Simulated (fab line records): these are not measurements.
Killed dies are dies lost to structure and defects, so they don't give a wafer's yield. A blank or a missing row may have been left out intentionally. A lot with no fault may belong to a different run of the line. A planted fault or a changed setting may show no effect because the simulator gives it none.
What tool caused it? -- flow n5-finfet -- Sampling: 8 lots, 24 wafers, 6 of 1938 route steps

## WHAT EACH GAUGE READ, for each wafer
N5_STI_FIN_REVEAL_FIN_H_MEAS_10. Usual: 52.0 nm for trench-depth-nm, sd 0.5.
lot,measured,on,trench-depth-nm (nm),flag
L643,day 4 19:00,ocd-02,57.6 57.6 58.3,OFF
L645,day 5 08:20,ocd-02,57.5 58.7 57.9,OFF
L646,day 5 13:13,ocd-01,51.7 52.2 52.5,
L649,day 6 07:52,ocd-02,51.8 52.1 51.3,
L650,day 6 15:33,ocd-01,52.0 52.3 51.7,
L655,day 7 21:52,ocd-01,51.3 50.8 52.1,
L656,day 8 03:35,ocd-02,51.6 51.6 51.0,
L657,day 8 06:24,ocd-02,51.6 51.4 52.0,

N5_STI_FIN_REVEAL_INSPECT_13: inspects for defects (darkfield). Usual: 12 for raw-defect-count, sd 4.7.
lot,measured,on,raw-defect-count,flag
L643,day 4 19:05,defect-inspect-01,17 8 30,
L645,day 5 08:25,defect-inspect-01,6 10 4,
L646,day 5 13:18,defect-inspect-02,15 14 14,
L649,day 6 07:57,defect-inspect-01,12 21 7,
L650,day 6 15:38,defect-inspect-02,14 6 12,
L655,day 7 21:57,defect-inspect-01,10 10 19,
L656,day 8 03:40,defect-inspect-01,8 12 7,
L657,day 8 06:29,defect-inspect-02,15 4 15,

N5_BEOL_M4_RC_MEAS_101. Usual: DIBL_N 35.8 mV/V, standard deviation 1.4; DIBL_P 35.8 mV/V, standard deviation 1.6; IOFF_N 0.152 nA/um, standard deviation 0.021; IOFF_P 0.204 nA/um, standard deviation 0.027; ION_N 672 uA/um, standard deviation 8.7; ION_P 461 uA/um, standard deviation 6.2; SS_N 71.5 mV/dec, standard deviation 0.54; SS_P 73.1 mV/dec, standard deviation 0.57; VT_N 250.0 mV, standard deviation 2.5; VT_P -250.6 mV, standard deviation 2.7.
lot,measured,on,DIBL_N (mV/V),DIBL_P (mV/V),IOFF_N (nA/um),IOFF_P (nA/um),ION_N (uA/um),ION_P (uA/um),SS_N (mV/dec),SS_P (mV/dec),VT_N (mV),VT_P (mV),flag
L643,day 10 14:46,prober-02,36.2 34.5 33.9,36.2 34.9 33.4,0.169 0.144 0.131,0.197 0.175 0.156,726 723 722,490 493 486,70.9 71.3 71.2,72.7 72.3 72.7,246.3 248.5 250.2,-251.8 -252.0 -254.2,OFF
L645,day 11 23:50,prober-01,33.3 33.7 33.5,33.6 34.4 33.6,0.135 0.131 0.128,0.177 0.179 0.171,713 708 720,492 497 493,71.2 71.9 71.2,73.1 72.9 73.2,251.2 250.6 253.9,-251.2 -251.0 -251.9,OFF
L646,day 11 01:29,prober-01,36.2 35.8 35.5,36.1 35.8 34.8,0.148 0.143 0.141,0.185 0.178 0.175,660 672 667,450 460 459,71.7 71.3 71.3,73.4 73.4 73.7,250.4 250.5 252.3,-254.4 -254.1 -250.3,
L649,day 12 05:31,prober-01,38.6 38.7 38.4,36.3 37.7 36.6,0.179 0.189 0.187,0.204 0.214 0.213,673 679 678,459 462 456,72.2 71.7 72.4,73.7 73.7 74.0,247.4 246.5 247.7,-250.7 -251.5 -249.0,
L650,day 12 05:37,prober-02,34.4 34.2 34.6,35.1 34.7 34.9,0.130 0.122 0.126,0.181 0.163 0.170,669 657 659,459 454 455,71.3 70.9 71.3,72.5 72.5 72.5,252.1 253.9 254.7,-254.1 -255.6 -256.3,
L655,day 13 20:19,prober-01,37.1 37.5 37.0,36.6 37.4 37.1,0.175 0.194 0.192,0.236 0.260 0.255,681 680 692,469 468 478,71.5 71.4 70.6,73.4 74.0 73.7,250.5 246.3 244.7,-247.9 -245.3 -246.4,
L656,day 14 04:25,prober-02,36.5 36.4 36.7,34.4 34.3 34.6,0.165 0.173 0.174,0.203 0.205 0.209,681 680 670,463 457 466,71.1 71.3 71.8,74.1 72.7 73.6,247.6 247.0 247.0,-251.2 -249.2 -248.4,
L657,day 13 21:54,prober-01,35.5 36.2 35.4,34.8 35.3 34.3,0.152 0.175 0.147,0.199 0.220 0.200,663 669 670,452 461 460,72.0 72.1 71.0,72.9 72.5 72.5,249.4 246.1 251.8,-251.6 -247.8 -249.4,

## TOOL THAT RAN EACH LOT (tool first, then ch and the chambers of the sampled wafers, then the start)
lot,N5_STI_FIN_REVEAL_ETCHBACK_08,N5_STI_FIN_REVEAL_STRIP_24,N5_STI_FIN_REVEAL_ETCH_34
L643,"rie-diel-05 ch 0,2, day 4 16:01","rie-diel-05 ch 0,2, day 4 16:03","rie-si-03 ch 0,2, day 4 18:23"
L645,"rie-diel-05 ch 0,2,3, day 5 05:11","rie-diel-05 ch 0,2,3, day 5 05:13","rie-si-04 ch 0,1, day 5 07:38"
L646,"rie-diel-01 ch 0,1,3, day 5 10:16","rie-diel-01 ch 0,1,3, day 5 10:18","rie-si-06 ch 2,3, day 5 12:36"
L649,"rie-diel-01 ch 2,3, day 6 04:55","rie-diel-01 ch 2,3, day 6 04:57","rie-si-03 ch 2,3, day 6 07:16"
L650,"rie-diel-02 ch 0,1,2, day 6 12:35","rie-diel-02 ch 0,1,2, day 6 12:38","rie-si-03 ch 0,2,3, day 6 14:56"
L655,"rie-diel-05 ch 2,3, day 7 18:55","rie-diel-05 ch 2,3, day 7 18:57","rie-si-03 ch 0,1,3, day 7 21:15"
L656,"rie-diel-02 ch 1,2, day 8 00:38","rie-diel-02 ch 1,2, day 8 00:40","rie-si-04 ch 2,3, day 8 02:58"
L657,"rie-diel-05 ch 0,1,2, day 8 03:19","rie-diel-05 ch 0,1,2, day 8 03:22","rie-si-03 ch 2,3, day 8 05:44"
- N5_STI_FIN_REVEAL_ETCHBACK_08: etches SiO2 in C4F6/O2, target depth 30.5 nm, time 10.167 s.
- N5_STI_FIN_REVEAL_STRIP_24: strips in N2/H2, time 90 s.
- N5_STI_FIN_REVEAL_ETCH_34: etches Si in H2, material Si, target depth 0.97 nm.

## AS READ BY THE TOOLS THEMSELVES (means over the sampled wafers that have a number; for cases with no such wafer, the mark the record gives instead)
N5_STI_FIN_REVEAL_ETCHBACK_08. Usual: drypump-motor-current-A 5.7 A, standard deviation 0.49; mfc-ar-sccm 300.1 sccm, standard deviation 0.92; oes_ar_750_au 0.76 a.u., standard deviation 0.065; oes_f_703_au 0.76 a.u., standard deviation 0.066; oes-product-au 0.76 a.u., standard deviation 0.069; rf-vpp-V 669 V, standard deviation 5.5; showerhead-plenum-p-Torr 2.84 Torr, standard deviation 0.094; throttle-valve-pct 21.24 %, standard deviation 0.21.
lot,tool,drypump-motor-current-A (A),mfc-ar-sccm (sccm),oes_ar_750_au (a.u.),oes_f_703_au (a.u.),oes-product-au (a.u.),rf-vpp-V (V),showerhead-plenum-p-Torr (Torr),throttle-valve-pct (%),flag
L643,rie-diel-05,5.4,300.2,0.73,0.72,0.72,669,2.80,21.15,
L645,rie-diel-05,5.6,300.5,0.73,0.72,0.73,668,2.76,21.10,
L646,rie-diel-01,5.8,299.5,0.77,0.77,0.77,672,2.85,21.42,
L649,rie-diel-01,5.3,299.5,0.76,0.76,0.76,671,2.89,21.24,
L650,rie-diel-02,6.2,300.8,0.74,0.75,0.74,669,2.91,21.43,
L655,rie-diel-05,5.6,299.2,0.71,0.71,0.73,665,2.72,21.08,
L656,rie-diel-02,6.1,299.4,0.79,0.78,0.78,666,2.97,21.41,
L657,rie-diel-05,5.3,300.6,0.76,0.76,0.75,668,2.76,21.07,

N5_STI_FIN_REVEAL_STRIP_24. Usual: drypump-motor-current-A 5.7 A, standard deviation 0.49; oes-product-au 0.76 a.u., standard deviation 0.068; rf-vpp-V 45.3 V, standard deviation 0.89; showerhead-plenum-p-Torr 3.37 Torr, standard deviation 0.11; temp-c 39.99 C, standard deviation 0.1; throttle-valve-pct 12.31 %, standard deviation 0.2.
lot,tool,drypump-motor-current-A (A),oes-product-au (a.u.),rf-vpp-V (V),showerhead-plenum-p-Torr (Torr),temp-c (C),throttle-valve-pct (%),flag
L643,rie-diel-05,5.5,0.73,44.2,3.31,40.15,12.29,
L645,rie-diel-05,5.5,0.73,44.9,3.28,40.01,12.21,
L646,rie-diel-01,5.7,0.77,45.6,3.38,39.96,12.44,
L649,rie-diel-01,5.3,0.75,45.4,3.43,40.02,12.31,
L650,rie-diel-02,6.2,0.74,44.3,3.46,39.96,12.49,
L655,rie-diel-05,5.6,0.72,45.4,3.24,39.96,12.19,
L656,rie-diel-02,6.1,0.79,45.7,3.53,39.98,12.42,
L657,rie-diel-05,5.4,0.75,45.2,3.29,39.97,12.21,

N5_STI_FIN_REVEAL_ETCH_34. Usual: drypump-motor-current-A 5.9 A, standard deviation 0.4; oes-product-au 1.005 a.u., standard deviation 0.016; temp-c 19.98 C, standard deviation 0.1; throttle-valve-pct 25.9 %, standard deviation 0.3.
lot,tool,drypump-motor-current-A (A),oes-product-au (a.u.),temp-c (C),throttle-valve-pct (%),flag
L643,rie-si-03,5.9,1.024,19.99,25.7,
L645,rie-si-04,5.2,1.008,19.89,25.8,
L646,rie-si-06,5.9,1.016,19.83,25.6,
L649,rie-si-03,6.2,1.015,20.08,25.5,
L650,rie-si-03,6.0,1.017,19.96,25.8,
L655,rie-si-03,5.8,0.998,19.90,26.1,
L656,rie-si-04,5.8,0.986,20.07,26.0,
L657,rie-si-03,6.2,1.008,19.97,25.6,

## THE ANSWER, worked out from the rows above alone
Rule: take the mean of a lot's wafers that have a number; if it is more than 3 standard deviations from the usual mean, the lot is off. A lot without any number at a reading at which 4 lots or more have one is off too. All remaining lots with rows at the step are treated as sound. Order of review: gauges by route order, followed by the tools' own readings, for which a lot's mean as printed above is used. The first step at which some lot is off is used, and at that step the reading that is off furthest; a lot without a number counts as furthest.
Off at N5_STI_FIN_REVEAL_FIN_H_MEAS_10 (trench-depth-nm): L643, L645.
If a tool, at a process step before that reading, ran all the lots that are off and no sound lot after the first of them, it fits. The gauges at N5_STI_FIN_REVEAL_FIN_H_MEAS_10 aren't tried: what is off there is off at N5_BEOL_M4_RC_MEAS_101 too, on other tools, and a gauge's error can't cause that. Of those tried, none fits.

## WHAT THE SIMULATOR PUT IN
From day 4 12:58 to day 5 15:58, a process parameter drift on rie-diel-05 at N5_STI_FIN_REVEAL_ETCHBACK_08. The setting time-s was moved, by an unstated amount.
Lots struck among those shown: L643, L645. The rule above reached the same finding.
